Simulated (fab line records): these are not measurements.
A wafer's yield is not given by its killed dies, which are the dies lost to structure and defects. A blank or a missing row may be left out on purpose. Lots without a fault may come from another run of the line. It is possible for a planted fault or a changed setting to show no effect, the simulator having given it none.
Code-filled problem report in 8D (eight disciplines) form + flow n5-finfet + the parts of the form that need people (team, actions taken, sign-off) are left out

## 1. PROBLEM STATEMENT
At N5_PASSIVATION_PROBE_49, killed_at_M0_to_M3 averages 166 over 6 wafers from 2 lots, while fault-free wafers read 34, standard deviation 11. That puts it +12 standard deviations away from the usual mean.
Earliest sighting: wafer L442.3 on prober-01 at day 16 09:28. The record has a number at this step for 24 wafers belonging to 8 lots. Rule for "out", or "out of limits": more than 4 standard deviations from the usual mean. The rest of the wafers with a number are treated as sound.

## 2. WHAT THIS IS AND IS NOT
| question                    | is                                                                                                      | is not                                                                               |
|-----------------------------|---------------------------------------------------------------------------------------------------------|--------------------------------------------------------------------------------------|
| which readings at this step | killed_at_M0_to_M3, defect-limited-yield, killed-dies, sort_bin_5_function, sort-n-pass, sort-yield-pct | killed_at_M4_up, killed-at-front-end, killed-at-other, killed-open, sort_bin_8_speed |
| which lots                  | L442, L443                                                                                              | L425, L427, L428, L430, L433, L434                                                   |
| which wafers of those lots  | all that have a number                                                                                  | -                                                                                    |
| read on which tools         | prober-01                                                                                               | prober-02                                                                            |
| when                        | from day 16 09:28                                                                                       | up to then (18 sound wafers)                                                         |

## 3. WHAT RULES OUT EACH SUSPECT
Counting: a tool at any process step up to the reading remains a suspect when it ran all the lots that are out and ran no sound lot after the first of those.
- pvd-sputter-02 at N5_BEOL_M1_SPUTTER_81 (material Cu, target thk 4.5 nm, time 8.29 s): kept. It processed each lot that is out, first L442 at day 10 09:31, and no sound lot thereafter; up to then, the last sound lot it processed was L434 at day 8 15:46.
- rie-diel-02 at N5_PASSIVATION_PASS_ETCH_47 (etches SiNx in CF4/O2, target depth 770 nm, time 385 s): kept. It ran every lot that is out, first L442 (day 16 06:21), and no sound lot after that.
- prober-01 at N5_PASSIVATION_PROBE_49: kept. It processed each lot that is out, first L442 at day 16 09:28, and no sound lot thereafter; up to then, the last sound lot it processed was L428 at day 12 23:28. Its own defect-limited-yield, killed_at_M0_to_M3, killed-dies, sort_bin_5_function, sort-n-pass, sort-yield-pct readings are out on those wafers.
After the count, these remain: pvd-sputter-02 at N5_BEOL_M1_SPUTTER_81, rie-diel-02 at N5_PASSIVATION_PASS_ETCH_47 and prober-01 at N5_PASSIVATION_PROBE_49.

## 4. THE CAUSE (what the simulator had put in)
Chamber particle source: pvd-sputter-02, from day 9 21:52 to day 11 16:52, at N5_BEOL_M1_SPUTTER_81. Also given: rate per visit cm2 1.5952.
After counting, 3 suspects remain, this tool included.

## 5. THE EFFECT CHAIN, in route order
Rows list readings where the struck wafers' mean (over those with a number) sits beyond 3 standard deviations from the usual. Scope: only readings with a usual standard deviation given in the record; hours: median across lots of the time from each lot's start at the first step in this table that gives one to its start at this step; sigmas: change in usual standard deviations.
| hours | step                    | reading              | usual  | on struck wafers | change | sigmas |
|-------|-------------------------|----------------------|--------|------------------|--------|--------|
| 0     | N5_PASSIVATION_PROBE_49 | defect-limited-yield | 91.2 % | 80.5             | -10.7  | -6.7   |
| 0     | N5_PASSIVATION_PROBE_49 | killed_at_M0_to_M3   | 34     | 166              | +132   | +12    |
| 0     | N5_PASSIVATION_PROBE_49 | killed-dies          | 104    | 229              | +125   | +6.6   |
| 0     | N5_PASSIVATION_PROBE_49 | sort_bin_5_function  | 5.3 %  | 11.6             | +6.3   | +5.7   |
| 0     | N5_PASSIVATION_PROBE_49 | sort-n-pass          | 1076   | 951              | -125   | -6.6   |
| 0     | N5_PASSIVATION_PROBE_49 | sort-yield-pct       | 91.2 % | 80.5             | -10.7  | -6.7   |
It contains these process steps:
- N5_PASSIVATION_PROBE_49

## 6. HOW IT WOULD HAVE BEEN CAUGHT EARLIER
First out-of-limits reading in this record: day 16 09:28, which is 156 hours after fault onset at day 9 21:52.
Of the tool readings at N5_BEOL_M1_SPUTTER_81 for which the record gives a usual standard deviation, none was out on any struck wafer, so an alarm limit of 4 standard deviations on them would not have fired.
Each of the lots that are out, 2 in all, had begun N5_BEOL_M1_SPUTTER_81 on pvd-sputter-02 no later than day 16 09:28. A hold on the tool at that time would have spared none of them.
